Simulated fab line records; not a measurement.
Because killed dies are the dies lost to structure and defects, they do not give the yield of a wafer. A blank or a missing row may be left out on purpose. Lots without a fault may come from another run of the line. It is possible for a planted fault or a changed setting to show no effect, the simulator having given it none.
fab line records	flow n5-finfet
record: lots: 7	wafers: 21	last-day: 17
route steps=1938 shown STI_FIN_REVEAL@186 PASSIVATION@1936
lots with no fault: from the same line, run without faults
start-h: hours from the record's opening day to when the first of the lot's shown wafers began	wait-h: how many hours have passed since the lot's step before this one	" identical to the entry in the row above	L1.1+2: several wafers, shown together as one row	- no value, or no start given	* or withheld: withheld	< > ~ a bound
route shown NAME@n: names a module that has steps shown in the file, with the first one's number in the route	usual: mean and standard deviation over wafers with no fault	same: alike in all rows	chamber/n: place in a boat	sites: each site's reading	_std_site: standard deviation across them	_edge_site: outer sites' mean less inner sites'	radius-mm: for every site, how far away it sits from the centre of the wafer	mask NAME#n: copy n	behind: the tool/chamber that last shaped the wafer	hold: why the lot was held/for how many hours/how that ended	device: the transistor (n, p or np) that didn't switch	end of line: tests of these same wafers at the route's end	a step with no rows: only its recipe	killed: dies lost to structure and defects at the first sort, not the wafer's yield	map: shows each die of a wafer: x if killed, . if not, _ if none is there
set.NAME: the setting that was run; set.NAME@STEP: the one run at that earlier step	model.NAME: the simulator's own value behind a step, which no gauge read
a table for each step, a row for each wafer; lots at some steps of the route
services: a tool's chamber out of use, with start hour (start-h, from the record's first day; less than 0 if before it), hours out, and reason
== steps ==
step: N5_STI_FIN_REVEAL_DENSIFY_02
recipe: temp-c: 650	ambient: steam	time-s: 1800	idle-temp-c: 400	densification-p-h2o-torr: 640
step: N5_STI_FIN_REVEAL_CMP_04
recipe: stop-on: Si3N4	t-overpolish-s: 4	down-force-psi: 2	platen-rpm: 54.18	post-cmp-clean: alkaline-brush	pad-velocity-m-s: 1.078	target-thk-nm: 131.83
usual: motor-current-A: 8.1/0.83	overpolish-run-s: 4.000/0.0094	time-to-endpoint-s: 107/4.1
lot.wafer	tool	chamber	start-h	wait-h	motor-current-A	overpolish-run-s	time-to-endpoint-s
L833.1	cmp-04	1	74.99	0.1	8.0	3.995	109
L833.2	"	2	"	"	7.8	3.999	106
L833.6	"	0	"	"	10.8	3.992	108
L834.4	cmp-02	2	83.28	0.0	7.7	4.006	102
L834.1	"	3	"	"	7.5	4.005	106
L834.5	"	3	"	"	7.8	4.020	105
L839.4	cmp-04	2	111.51	0.1	7.8	4.010	107
L839.6	"	1	"	"	8.3	4.016	110
L839.5	"	2	"	"	8.3	4.006	106
L841.2	cmp-04	3	122.77	0.0	7.2	3.997	107
L841.4	"	0	"	"	10.3	3.989	109
L841.5	"	3	"	"	7.6	3.993	112
L842.2	cmp-03	1	128.44	0.1	8.6	4.008	113
L842.1	"	3	"	"	8.9	3.997	112
L842.5	"	1	"	"	8.3	4.010	112
L848.1	cmp-03	1	169.68	0.0	7.8	4.001	113
L848.2	"	3	"	"	8.6	4.005	107
L848.5	"	1	"	"	8.4	4.019	110
L849.1	cmp-02	3	173.65	0.1	7.8	3.983	106
L849.4	"	0	"	"	6.6	4.008	105
L849.5	"	2	"	"	7.9	4.003	103
step: N5_STI_FIN_REVEAL_THK_MEAS_05
usual: thk-nm: 132.1/0.92
lot.wafer	tool	chamber	start-h	wait-h	thk-nm
L833.1	film-metro-02	-	75.24	-	131.4
L833.2	"	-	"	"	130.4
L833.6	"	-	"	"	132.0
L834.1	film-metro-02	-	83.57	-	133.3
L834.4	"	-	"	"	132.7
L834.5	"	-	"	"	132.4
L839.4	film-metro-01	-	111.77	-	131.5
L839.5	"	-	"	"	132.1
L839.6	"	-	"	"	131.3
L841.2	film-metro-02	-	123.06	-	132.1
L841.4	"	-	"	"	132.6
L841.5	"	-	"	"	131.1
L842.1	film-metro-02	-	128.70	-	131.6
L842.2	"	-	"	"	131.8
L842.5	"	-	"	"	131.6
L848.1	film-metro-01	-	169.97	-	132.6
L848.2	"	-	"	"	131.8
L848.5	"	-	"	"	132.4
L849.1	film-metro-01	-	173.91	-	132.2
L849.4	"	-	"	"	132.8
L849.5	"	-	"	"	131.3
step: N5_STI_FIN_REVEAL_DENSIFY_30
recipe: temp-c: *	time-s: *	ambient: N2	idle-temp-c: 600	ramp-up-c-per-s: 150	ramp-down-c-per-s: 60	cool-to-c: 600
usual: lamp-power-pct: 11.53/0.057	lamp_zone_4_pct: 11.528/0.019	wafer_temp_C_max: *
lot.wafer	tool	chamber	start-h	wait-h	lamp-power-pct	lamp_zone_4_pct	wafer_temp_C_max
L833.1	rtp-anneal-02	0	75.27	0.0	11.53	11.524	*
L833.2	"	0	"	"	11.50	11.544	*
L833.6	"	0	"	"	11.55	11.525	*
L834.1	rtp-anneal-01	0	83.60	0.0	11.58	11.489	*
L834.4	"	0	"	"	11.40	11.531	*
L834.5	"	0	"	"	11.57	11.530	*
L839.4	rtp-anneal-02	0	111.88	0.1	11.54	11.517	*
L839.5	"	0	"	"	11.53	11.496	*
L839.6	"	0	"	"	11.55	11.537	*
L841.2	rtp-anneal-02	0	123.29	0.2	11.60	11.525	*
L841.4	"	0	"	"	11.62	11.529	*
L841.5	"	0	"	"	11.59	11.537	*
L842.1	rtp-anneal-01	0	128.72	0.0	11.51	11.483	*
L842.2	"	0	"	"	11.52	11.543	*
L842.5	"	0	"	"	11.47	11.513	*
L848.1	rtp-anneal-01	0	170.00	0.0	11.43	11.513	*
L848.2	"	0	"	"	11.58	11.548	*
L848.5	"	0	"	"	11.56	11.506	*
L849.1	rtp-anneal-01	0	173.93	0.0	11.49	11.550	*
L849.4	"	0	"	"	11.51	11.555	*
L849.5	"	0	"	"	11.49	11.522	*
step: N5_STI_FIN_REVEAL_ETCHBACK_08
recipe: chemistry: C4F6/O2	target: SiO2	target-depth-a: 305	time-s: 10.167	ion-energy-ev: 250	pressure-mtorr: 30	source-w: 345	bias-w: 185	Ar_flow_sccm: 300	C4F6_flow_sccm: 10	O2_flow_sccm: 10
step: N5_STI_FIN_REVEAL_STRIP_24
recipe: chemistry: N2/H2	time-s: 90	power-w: 100	temp-c: 40	pressure-mtorr: 100	rf-frequency-hz: 6e+07	bias-power-w: 3	n2-flow-sccm: 300	h2-flow-sccm: 300
usual: chamber-pressure-mTorr: 100.00/0.087	drypump-motor-current-A: 5.9/0.36	oes-product-au: 0.77/0.078	rf-vpp-V: 45.5/0.86	showerhead-plenum-p-Torr: 3.44/0.088	throttle-valve-pct: 12.29/0.29
lot.wafer	tool	chamber	start-h	wait-h	chamber-pressure-mTorr	drypump-motor-current-A	oes-product-au	rf-hours-counter-h	rf-vpp-V	showerhead-plenum-p-Torr	throttle-valve-pct
L833.1	rie-diel-03	1	75.52	0.0	100.01	5.4	0.77	129	46.0	3.26	11.85
L833.2	"	2	"	"	100.00	5.8	0.95	13	46.1	3.58	11.73
L833.6	"	0	"	"	100.00	5.7	0.69	-	45.5	3.48	12.48
L834.1	rie-diel-04	2	83.85	0.0	99.84	6.1	0.77	135	43.9	3.40	12.60
L834.4	"	3	"	"	99.97	6.3	0.77	143	43.9	3.38	12.40
L834.5	"	0	"	"	100.07	6.3	0.73	-	45.9	3.50	12.32
L839.4	rie-diel-04	1	112.04	0.0	100.06	6.5	0.69	221	45.9	3.48	12.51
L839.5	"	2	"	"	100.09	6.1	0.77	-	44.4	3.39	12.63
L839.6	"	1	"	"	99.93	6.5	0.69	-	46.8	3.48	12.51
L841.2	rie-diel-04	1	123.50	0.0	99.96	6.5	0.69	226	46.3	3.47	12.51
L841.4	"	2	"	"	99.90	6.1	0.77	145	44.5	3.39	12.64
L841.5	"	3	"	"	100.18	6.2	0.76	-	45.2	3.38	12.42
L842.1	rie-diel-04	1	128.97	0.0	99.97	6.4	0.69	228	46.9	3.47	12.51
L842.2	"	0	"	"	99.91	6.3	0.72	211	46.2	3.49	12.35
L842.5	"	3	"	"	100.07	6.3	0.76	-	44.7	3.37	12.43
L848.1	rie-diel-05	3	170.25	0.0	99.93	5.8	0.85	50	45.7	3.28	11.94
L848.2	"	1	"	"	100.10	5.5	0.71	183	44.2	3.51	12.37
L848.5	"	3	"	"	100.08	5.8	0.85	-	45.0	3.28	11.93
L849.1	rie-diel-04	3	174.18	0.0	100.14	6.2	0.74	176	45.1	3.37	12.47
L849.4	"	0	"	"	99.93	6.4	0.71	226	46.7	3.48	12.42
L849.5	"	2	"	"	100.01	6.1	0.75	-	43.8	3.38	12.68
step: N5_STI_FIN_REVEAL_PRECLEAN_25
recipe: chemistry: SPM	time-s: 90	temp-c: 120	mix: 4:1
step: N5_STI_FIN_REVEAL_PRECLEAN_26
recipe: chemistry: SC1	time-s: 45	temp-c: 46	mix: 1:2:100
step: N5_STI_FIN_REVEAL_PRECLEAN_29
recipe: chemistry: DHF	time-s: 30	temp-c: 25	dilution: 300:1
step: N5_STI_FIN_REVEAL_SRD_12
recipe: time-s: 30	temp-c: 23	rinse-liquid: diw	dry: ipa-marangoni
step: N5_STI_FIN_REVEAL_RECESS_09
recipe: chemistry: HF/NH3	target: SiO2	afs-cycles: 11	target-depth-a: 425	temp-c: 30	sublimation-temp-c: 180	sublimation-time-s: 60
usual: drypump-motor-current-A: 5.4/0.37
same: sublimation-time-s: 60
lot.wafer	tool	chamber	start-h	wait-h	drypump-motor-current-A
L833.1	vapor-etch-01	0	75.74	0.0	5.4
L833.2	"	1	"	"	5.1
L833.6	"	1	76.80	1.1	5.1
L834.1	vapor-etch-02	1	84.07	0.0	5.1
L834.4	"	0	"	"	6.0
L834.5	"	1	"	"	5.1
L839.4	vapor-etch-01	0	112.79	0.6	5.4
L839.5	"	1	"	"	5.0
L839.6	"	0	"	"	5.4
L841.2	vapor-etch-01	0	123.72	0.0	5.5
L841.4	"	1	"	"	5.0
L841.5	"	1	"	"	5.1
L842.1	vapor-etch-02	0	129.19	0.0	6.1
L842.2	"	1	"	"	5.1
L842.5	"	0	130.25	1.1	6.1
L848.1	vapor-etch-02	1	170.46	0.0	5.1
L848.2	"	0	"	"	6.1
L848.5	"	1	171.52	1.1	5.1
L849.1	vapor-etch-02	0	174.40	0.0	6.1
L849.4	"	0	"	"	6.1
L849.5	"	1	"	"	5.1
step: N5_STI_FIN_REVEAL_STRIP_16
recipe: chemistry: H3PO4	material: SiNx	temp-c: 165	target-depth-a: 238	overetch-fraction: 0.4964	dry: ipa-marangoni
step: N5_STI_FIN_REVEAL_PRECLEAN_17
recipe: chemistry: NF3:NH3	afs-cycles: 1	temp-c: 30	time-s: 20	sublimation-temp-c: 180	sublimation-time-s: 60	pressure-torr: 3	rf-power-w: 30
usual: pressure-torr: 2.999/0.0062	time-s: 20/0
same: sublimation-time-s: 60
lot.wafer	tool	chamber	start-h	wait-h	pressure-torr	time-s
L833.1	remote-plasma-02	0	77.65	0.0	3.000	20
L833.2	"	0	"	"	2.992	20
L833.6	"	0	"	"	3.005	20
L834.1	remote-plasma-01	1	85.96	0.0	3.005	20
L834.4	"	1	"	"	3.004	20
L834.5	"	1	"	"	3.005	20
L839.4	remote-plasma-01	1	114.23	0.1	3.000	12.079
L839.5	"	1	"	"	3.003	12.079
L839.6	"	1	"	"	3.002	20
L841.2	remote-plasma-01	0	125.66	0.1	2.998	20
L841.4	"	0	"	"	3.002	12.079
L841.5	"	0	"	"	3.004	12.079
L842.1	remote-plasma-01	0	131.10	0.0	3.000	20
L842.2	"	0	"	"	3.001	20
L842.5	"	0	"	"	3.000	12.079
L848.1	remote-plasma-02	1	172.35	0.0	2.997	20
L848.2	"	1	"	"	2.995	20
L848.5	"	1	"	"	2.992	20
L849.1	remote-plasma-02	1	176.29	0.0	3.001	20
L849.4	"	1	"	"	3.005	20
L849.5	"	1	"	"	3.002	20
step: N5_STI_FIN_REVEAL_ETCH_34
recipe: chemistry: H2	mode: isotropic	material: Si	target: Si	target-depth-a: 9.7	temp-c: 20	pressure-mtorr: 4.5	icp-w: 300	bias-w: 0	h2-flow-sccm: 7.5	he-flow-sccm: 142.5
usual: chamber-pressure-mTorr: 4.500/0.0041	drypump-motor-current-A: 5.7/0.52	oes-product-au: 1.002/0.018	throttle-valve-pct: 25.9/0.35
lot.wafer	tool	chamber	start-h	wait-h	chamber-pressure-mTorr	drypump-motor-current-A	oes-product-au	rf-hours-counter-h	throttle-valve-pct
L833.1	rie-si-01	0	77.85	0.2	4.498	5.5	1.022	156	26.3
L833.2	"	1	"	"	4.498	6.6	1.003	184	26.3
L833.6	"	3	"	"	4.499	6.3	0.994	-	25.7
L834.1	rie-si-01	3	86.16	0.2	4.502	6.3	0.999	191	25.7
L834.4	"	1	"	"	4.493	6.6	0.997	184	26.3
L834.5	"	0	"	"	4.501	5.5	1.029	-	26.3
L839.4	rie-si-01	0	114.35	0.1	4.506	5.5	1.034	157	26.3
L839.5	"	3	"	"	4.494	6.3	0.991	-	25.7
L839.6	"	0	"	"	4.498	5.5	1.029	-	26.3
L841.2	rie-si-01	1	125.84	0.1	4.504	6.6	1.006	185	26.3
L841.4	"	2	"	"	4.508	5.2	1.016	30	25.4
L841.5	"	3	"	"	4.497	6.3	0.993	-	25.7
L842.1	rie-si-02	3	131.30	0.2	4.503	5.5	0.992	46	25.5
L842.2	"	1	"	"	4.496	5.7	1.039	106	26.3
L842.5	"	1	"	"	4.501	5.7	1.044	-	26.3
L848.1	rie-si-02	0	172.55	0.2	4.493	6.3	0.983	14	25.6
L848.2	"	1	"	"	4.498	5.6	1.032	107	26.3
L848.5	"	3	"	"	4.504	5.5	0.987	-	25.5
L849.1	rie-si-06	2	176.49	0.2	4.498	5.0	1.000	109	25.9
L849.4	"	0	"	"	4.503	5.2	0.973	131	25.7
L849.5	"	2	"	"	4.492	5.0	0.997	-	25.9
step: N5_PASSIVATION_PROBE_49
usual: killed_at_M0_to_M3: 35/11	killed_at_M4_up: 14/5.4	killed-at-contacts: 12/6.2	killed-at-front-end: 38/11	killed-at-other: 4.1/2.8	killed-dies: 103/17	killed-on-rim: 13/4	killed-open: 66/13	killed-short: 34/8.2
same: gross-dies: 1180	killed-at-back-side: 0
lot.wafer	tool	chamber	start-h	wait-h	killed_at_M0_to_M3	killed_at_M4_up	killed-at-contacts	killed-at-front-end	killed-at-other	killed-dies	killed-on-rim	killed-open	killed-short
L834.1	prober-01	-	328.87	0.0	36	14	5	29	2	86	15	50	36
L834.4	prober-01	-	329.02	0.2	39	7	22	25	3	96	11	52	43
L834.5	prober-01	-	329.07	0.2	35	6	14	44	9	108	15	72	32
L839.4	prober-02	-	346.12	0.2	34	8	13	44	5	104	10	66	36
L839.5	prober-02	-	346.17	0.2	17	22	5	69	2	115	13	71	40
L839.6	prober-02	-	346.22	0.3	20	17	9	36	4	86	6	53	29
L841.2	prober-02	-	358.07	0.1	26	8	8	33	1	76	8	49	26
L841.4	prober-02	-	358.17	0.2	34	8	14	42	3	101	14	59	40
L841.5	prober-02	-	358.22	0.2	33	8	6	36	2	85	11	59	26
L842.1	prober-01	-	358.57	0.0	40	17	14	21	6	98	6	71	26
L842.2	prober-01	-	358.62	0.1	41	11	8	19	4	83	11	57	25
L842.5	prober-01	-	358.77	0.2	34	12	16	37	1	100	15	76	23
L849.1	prober-02	-	408.96	0.0	42	17	8	38	0	105	13	66	38
L849.4	prober-02	-	409.11	0.2	32	15	8	29	9	93	14	59	34
L849.5	prober-02	-	409.16	0.2	33	18	20	28	2	101	12	69	31
L848.1	prober-01	-	414.12	0.0	39	12	5	37	6	99	13	65	32
L848.2	prober-01	-	414.17	0.1	28	25	13	25	2	93	14	66	27
L848.5	prober-01	-	414.32	0.2	34	16	7	52	4	113	15	72	39
killed by level:class
L834.1 BEOL_M0_SAQP:geometric-particle:short=10 BEOL_M0_SAQP:geometric-particle:open=10 BEOL_M2:geometric-particle:open=9 FIN_SAQP:geometric-particle:short=6 DUMMY_GATE:geometric-particle:open=6 BEOL_M4:geometric-particle:open=6 STI_FIN_REVEAL:geometric-particle:open=4 BEOL_M5:geometric-particle:open=4
L834.4 MOL_CONTACT_COAG:geometric-particle:open=14 BEOL_M0_SAQP:geometric-particle:open=10 BEOL_M0_SAQP:geometric-particle:short=10 MOL_CONTACT_COAG:geometric-particle:short=8 BEOL_M2:geometric-particle:open=5 DUMMY_GATE:geometric-particle:open=4 BEOL_M1:geometric-particle:short=4 FIN_SAQP:geometric-particle:open=3
L834.5 FIN_SAQP:geometric-particle:open=15 BEOL_M0_SAQP:geometric-particle:open=11 BEOL_M0_SAQP:geometric-particle:short=10 MOL_CONTACT_COAG:geometric-particle:open=9 BEOL_M2:geometric-particle:open=7 FIN_SAQP:geometric-particle:short=6 DUMMY_GATE:geometric-particle:open=6 MOL_CONTACT_COAG:geometric-particle:short=5
L839.4 BEOL_M0_SAQP:geometric-particle:open=14 STI_FIN_REVEAL:geometric-particle:open=12 MOL_CONTACT_COAG:geometric-particle:open=10 BEOL_M0_SAQP:geometric-particle:short=8 FIN_SAQP:geometric-particle:open=6 ILD0:geometric-particle:short=5 FIN_SAQP:geometric-particle:short=4 DUMMY_GATE:geometric-particle:open=4
L839.5 FIN_SAQP:geometric-particle:open=19 STI_FIN_REVEAL:geometric-particle:open=12 FIN_SAQP:geometric-particle:short=10 GATE_CUT:geometric-particle:short=5 BEOL_M3:geometric-particle:open=5 BEOL_M4:geometric-particle:open=5 ILD0:geometric-particle:open=4 STI_FIN_REVEAL:geometric-particle:short=4
L839.6 BEOL_M0_SAQP:geometric-particle:open=8 FIN_SAQP:geometric-particle:short=7 STI_FIN_REVEAL:geometric-particle:open=6 MOL_CONTACT_COAG:geometric-particle:open=6 BEOL_M0_SAQP:geometric-particle:short=5 STARTING-WAFER:geometric-particle:open=5 FIN_SAQP:geometric-particle:open=4 ILD0:geometric-particle:open=4
L841.2 FIN_SAQP:geometric-particle:short=8 STI_FIN_REVEAL:geometric-particle:open=7 FIN_SAQP:geometric-particle:open=6 BEOL_M2:geometric-particle:open=6 BEOL_M3:geometric-particle:open=5 MOL_CONTACT_COAG:geometric-particle:open=4 MOL_CONTACT_COAG:geometric-particle:short=4 BEOL_M1:geometric-particle:short=4
L841.4 BEOL_M2:geometric-particle:open=13 FIN_SAQP:geometric-particle:short=11 MOL_CONTACT_COAG:geometric-particle:open=10 FIN_SAQP:geometric-particle:open=9 GATE_CUT:geometric-particle:short=8 STI_FIN_REVEAL:geometric-particle:open=6 BEOL_M0_SAQP:geometric-particle:short=6 BEOL_M3:geometric-particle:open=4
L841.5 BEOL_M2:geometric-particle:open=12 FIN_SAQP:geometric-particle:short=10 BEOL_M3:geometric-particle:open=8 MOL_CONTACT_COAG:geometric-particle:open=6 STI_FIN_REVEAL:geometric-particle:open=5 BEOL_M0:geometric-particle:open=5 STI_FIN_REVEAL:geometric-particle:short=4 BEOL_M0_SAQP:geometric-particle:open=4
L842.1 MOL_CONTACT_COAG:geometric-particle:open=11 BEOL_M0_SAQP:geometric-particle:open=9 BEOL_M2:geometric-particle:open=9 BEOL_M0_SAQP:geometric-particle:short=7 FIN_SAQP:geometric-particle:open=6 BEOL_M4:geometric-particle:open=6 BEOL_M1:geometric-particle:open=5 BEOL_M5:geometric-particle:open=5
L842.2 BEOL_M1:geometric-particle:open=9 BEOL_M3:geometric-particle:open=8 BEOL_M2:geometric-particle:open=7 MOL_CONTACT_COAG:geometric-particle:open=6 BEOL_M0_SAQP:geometric-particle:short=6 BEOL_M0_SAQP:geometric-particle:open=5 BEOL_M4:geometric-particle:open=4 FIN_SAQP:geometric-particle:short=3
L842.5 MOL_CONTACT_COAG:geometric-particle:open=14 BEOL_M2:geometric-particle:open=12 STI_FIN_REVEAL:geometric-particle:open=10 FIN_SAQP:geometric-particle:open=6 DUMMY_GATE:geometric-particle:open=5 BEOL_M0_SAQP:geometric-particle:short=5 BEOL_M1:geometric-particle:open=4 BEOL_M3:geometric-particle:open=4
L849.1 STI_FIN_REVEAL:geometric-particle:open=16 BEOL_M0_SAQP:geometric-particle:short=14 BEOL_M0_SAQP:geometric-particle:open=9 BEOL_M4:geometric-particle:open=8 MOL_CONTACT_COAG:geometric-particle:open=7 BEOL_M3:geometric-particle:open=6 BEOL_M4:geometric-particle:short=5 FIN_SAQP:geometric-particle:open=4
L849.4 BEOL_M4:geometric-particle:open=11 BEOL_M0_SAQP:geometric-particle:short=9 BEOL_M0_SAQP:geometric-particle:open=8 GATE_CUT:geometric-particle:short=7 MOL_CONTACT_COAG:geometric-particle:open=7 BEOL_M1:geometric-particle:short=6 PASS1_DEP:geometric-particle:short=5 FIN_SAQP:geometric-particle:open=4
L849.5 MOL_CONTACT_COAG:geometric-particle:open=15 BEOL_M4:geometric-particle:open=10 BEOL_M0_SAQP:geometric-particle:short=7 BEOL_M2:geometric-particle:open=7 BEOL_M3:geometric-particle:open=6 STARTING-WAFER:geometric-particle:open=6 MOL_CONTACT_COAG:geometric-particle:short=5 BEOL_M0_SAQP:geometric-particle:open=5
L848.1 BEOL_M0_SAQP:geometric-particle:short=14 FIN_SAQP:geometric-particle:open=12 BEOL_M0_SAQP:geometric-particle:open=12 BEOL_M3:geometric-particle:open=7 BEOL_M5:geometric-particle:open=5 BEOL_M4:geometric-particle:open=5 FIN_SAQP:geometric-particle:short=4 MOL_CONTACT_COAG:geometric-particle:open=4
L848.2 BEOL_M4:geometric-particle:open=15 MOL_CONTACT_COAG:geometric-particle:open=12 BEOL_M0_SAQP:geometric-particle:short=11 FIN_SAQP:geometric-particle:open=7 BEOL_M3:geometric-particle:open=7 BEOL_M0_SAQP:geometric-particle:open=6 ILD0:geometric-particle:short=4 BEOL_M5:geometric-particle:open=4
L848.5 FIN_SAQP:geometric-particle:open=16 BEOL_M0_SAQP:geometric-particle:open=10 BEOL_M0_SAQP:geometric-particle:short=9 ILD0:geometric-particle:open=7 STARTING-WAFER:geometric-particle:short=7 BEOL_M2:geometric-particle:open=6 FIN_SAQP:geometric-particle:short=5 STI_FIN_REVEAL:geometric-particle:open=5
== services ==
tool	chamber	start-h	hours	kind
rie-diel-05	3	55.27	10.0	repair
cmp-03	-	59.58	2.0	repair
rie-diel-04	2	65.79	6.7	repair
cmp-02	-	68.71	4.2	repair
cmp-04	-	83.04	4.6	repair
cmp-02	-	93.50	4.2	repair
rie-diel-03	3	95.34	22.6	repair
cmp-03	-	103.29	3.8	repair
rie-diel-03	0	103.91	18.7	repair
rie-si-02	1	105.25	3.5	repair
cmp-03	-	107.12	5.7	pm
rie-diel-04	2	116.92	6.0	repair
cmp-04	-	123.60	3.2	repair
cmp-03	-	123.72	1.0	repair
remote-plasma-02	-	127.51	0.5	repair
rie-si-02	-	130.37	0.6	repair
rie-si-01	2	135.43	9.0	repair
rie-si-02	-	137.97	0.2	repair
cmp-03	-	143.32	18.2	repair
cmp-04	-	148.38	1.8	repair
rtp-anneal-02	-	151.31	10.7	pm
remote-plasma-01	-	166.73	5.1	repair
cmp-03	-	171.73	4.0	pm
rie-si-02	-	175.47	4.0	pm
== key ==
first-sign: step: N5_STI_FIN_REVEAL_PRECLEAN_17	reading: time-s	direction: down	sigmas: 99+	usual: *	struck: *
effect none on later readings
met-at N5_STI_FIN_REVEAL_PRECLEAN_17
struck-wafers L839.4,L839.5,L841.4,L841.5,L842.5
tester-left-out L839,L841,L842
onset-between 85.96 114.23
fault: kind: process-parameter-drift	tool: remote-plasma-01	chamber: -	onset-h: 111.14	steps: N5_STI_FIN_REVEAL_PRECLEAN_17	channel: time-s	offset: *	shape: step	end-h: 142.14	scope: struck-wafers-only	acts-in: *	stated: *
tester-left-out: of these lots the tester's yield and bins aren't shown, on N5 and GAA mostly nor the transistor test; their killed dies are dies lost to structure and defects alone, not to doping, threshold or leakage, so they don't give the yield
